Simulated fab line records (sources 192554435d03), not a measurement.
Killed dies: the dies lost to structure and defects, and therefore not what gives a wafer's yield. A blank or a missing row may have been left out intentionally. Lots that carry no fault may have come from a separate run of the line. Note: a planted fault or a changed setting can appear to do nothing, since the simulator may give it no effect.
Lot-split experiment :: flow n5_finfet :: 21 wafers read from 7 lots, route of 1938 steps

## THE SPLIT ITSELF
At N5_BEOL_M1_TRENCH_ETCH_37 (etches SiOC in C4F6/O2, target depth 55.207 nm, time 29 s), the setting bias_w was moved away from the recipe's 185 W on 7 of the 21 wafers read, by -7.8% to +14.6%. This setting was run at the recipe's value on the other wafers.

The split's own step is where the reading is taken.

## THE READING
rf_vpp_V, in V, at N5_BEOL_M1_TRENCH_ETCH_37 (etches SiOC in C4F6/O2, target depth 55.207 nm, time 29 s). A value of 662 V with a standard deviation of 4.4 V is what fault-free wafers of this fab line usually give.

wafer: L080.1
tool, chamber at the split: rie_diel-02, 1
bias_w as run, W: 185
against the recipe: recipe
rf_vpp_V, V: 658
against lot-mates on the recipe: -

wafer: L080.3
tool, chamber at the split: rie_diel-02, 2
bias_w as run, W: 185
against the recipe: recipe
rf_vpp_V, V: 659
against lot-mates on the recipe: -

wafer: L080.6
tool, chamber at the split: rie_diel-02, 0
bias_w as run, W: 185
against the recipe: recipe
rf_vpp_V, V: 659
against lot-mates on the recipe: -

wafer: L081.1
tool, chamber at the split: rie_diel-05, 2
bias_w as run, W: 185
against the recipe: recipe
rf_vpp_V, V: 667
against lot-mates on the recipe: -

wafer: L081.4
tool, chamber at the split: rie_diel-05, 2
bias_w as run, W: 172.3
against the recipe: -6.9%
rf_vpp_V, V: 630
against lot-mates on the recipe: -38

wafer: L081.6
tool, chamber at the split: rie_diel-05, 0
bias_w as run, W: 185
against the recipe: recipe
rf_vpp_V, V: 668
against lot-mates on the recipe: -

wafer: L083.4
tool, chamber at the split: rie_diel-02, 0
bias_w as run, W: 185
against the recipe: recipe
rf_vpp_V, V: 657
against lot-mates on the recipe: -

wafer: L083.5
tool, chamber at the split: rie_diel-02, 3
bias_w as run, W: 170.6
against the recipe: -7.8%
rf_vpp_V, V: 626
against lot-mates on the recipe: -31

wafer: L083.6
tool, chamber at the split: rie_diel-02, 1
bias_w as run, W: 170.6
against the recipe: -7.8%
rf_vpp_V, V: 618
against lot-mates on the recipe: -39

wafer: L082.2
tool, chamber at the split: rie_diel-06, 1
bias_w as run, W: 185
against the recipe: recipe
rf_vpp_V, V: 663
against lot-mates on the recipe: -

wafer: L082.4
tool, chamber at the split: rie_diel-06, 3
bias_w as run, W: 185
against the recipe: recipe
rf_vpp_V, V: 657
against lot-mates on the recipe: -

wafer: L082.5
tool, chamber at the split: rie_diel-06, 3
bias_w as run, W: 212
against the recipe: +14.6%
rf_vpp_V, V: 732
against lot-mates on the recipe: +72

wafer: L089.2
tool, chamber at the split: rie_diel-02, 0
bias_w as run, W: 185
against the recipe: recipe
rf_vpp_V, V: 656
against lot-mates on the recipe: -

wafer: L089.3
tool, chamber at the split: rie_diel-02, 3
bias_w as run, W: 185
against the recipe: recipe
rf_vpp_V, V: 668
against lot-mates on the recipe: -

wafer: L089.4
tool, chamber at the split: rie_diel-02, 1
bias_w as run, W: 185
against the recipe: recipe
rf_vpp_V, V: 658
against lot-mates on the recipe: -

wafer: L093.1
tool, chamber at the split: rie_diel-05, 1
bias_w as run, W: 185
against the recipe: recipe
rf_vpp_V, V: 658
against lot-mates on the recipe: -

wafer: L093.4
tool, chamber at the split: rie_diel-05, 3
bias_w as run, W: 185
against the recipe: recipe
rf_vpp_V, V: 667
against lot-mates on the recipe: -

wafer: L093.5
tool, chamber at the split: rie_diel-05, 2
bias_w as run, W: 185
against the recipe: recipe
rf_vpp_V, V: 667
against lot-mates on the recipe: -

wafer: L094.2
tool, chamber at the split: rie_diel-02, 0
bias_w as run, W: 197.2
against the recipe: +6.6%
rf_vpp_V, V: 691
against lot-mates on the recipe: no lot-mate on the recipe

wafer: L094.3
tool, chamber at the split: rie_diel-02, 3
bias_w as run, W: 197.2
against the recipe: +6.6%
rf_vpp_V, V: 701
against lot-mates on the recipe: no lot-mate on the recipe

wafer: L094.6
tool, chamber at the split: rie_diel-02, 3
bias_w as run, W: 197.2
against the recipe: +6.6%
rf_vpp_V, V: 702
against lot-mates on the recipe: no lot-mate on the recipe

FIT RESULTS
A straight line over all 21 wafers: rf_vpp_V changes by +5.03 V for each +1% of bias_w; r = +0.98; the points scatter about the line by 4.9 V.
The same after taking each lot's own level away (the mean of its wafers on the recipe; 18 wafers): +4.86 V for each +1%; r = +0.99; scatter 3.7 V.
Per that fit: largest bias_w move, reading shift of 71 V.
The span of the lots' own levels, 657.0 to 667.5 V, comes to 2.4 times the standard deviation stated above.
So the lot-to-lot level changes the slope little: the two slopes agree.
Check: +69.5 V against its lot-mates is what the line predicts for one of the wafers moved furthest among these (+14.6%) when that wafer is left out of the fit. Against them it came out at +72 V.
Tool readings at the split's step, against how far the setting was moved: rf_vpp_V r = +0.98.

## ADDITIONAL SPLITS CARRIED BY THESE WAFERS
Other splits were also applied to these wafers ahead of the reading. Each is held against what the fit with the lots' levels taken away leaves over:
other split on the same wafers: N5_MOL_CONTACT_COAG_ETCH_106 source_w
wafers away from the commonest value: 6
r with rf_vpp_V (lot level and that fit taken away): -0.34

other split on the same wafers: N5_BEOL_M0_SAQP_COAT_87 spin_rpm
wafers away from the commonest value: 8
r with rf_vpp_V (lot level and that fit taken away): +0.22

other split on the same wafers: N5_BEOL_M0_SAQP_EXPOSE_37 dose_mj
wafers away from the commonest value: 6
r with rf_vpp_V (lot level and that fit taken away): +0.24

other split on the same wafers: N5_BEOL_M1_ILD_DEP_00 time_s
wafers away from the commonest value: 5
r with rf_vpp_V (lot level and that fit taken away): +0.00

other split on the same wafers: N5_BEOL_M1_COAT_05 spin_rpm
wafers away from the commonest value: 9
r with rf_vpp_V (lot level and that fit taken away): +0.10

other split on the same wafers: N5_BEOL_M1_ETCH_70 time_s
wafers away from the commonest value: 11
r with rf_vpp_V (lot level and that fit taken away): -0.38

## FILE'S OWN FIT
rf_vpp_V changes by +4.95 V for each +1% of bias_w, r = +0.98.
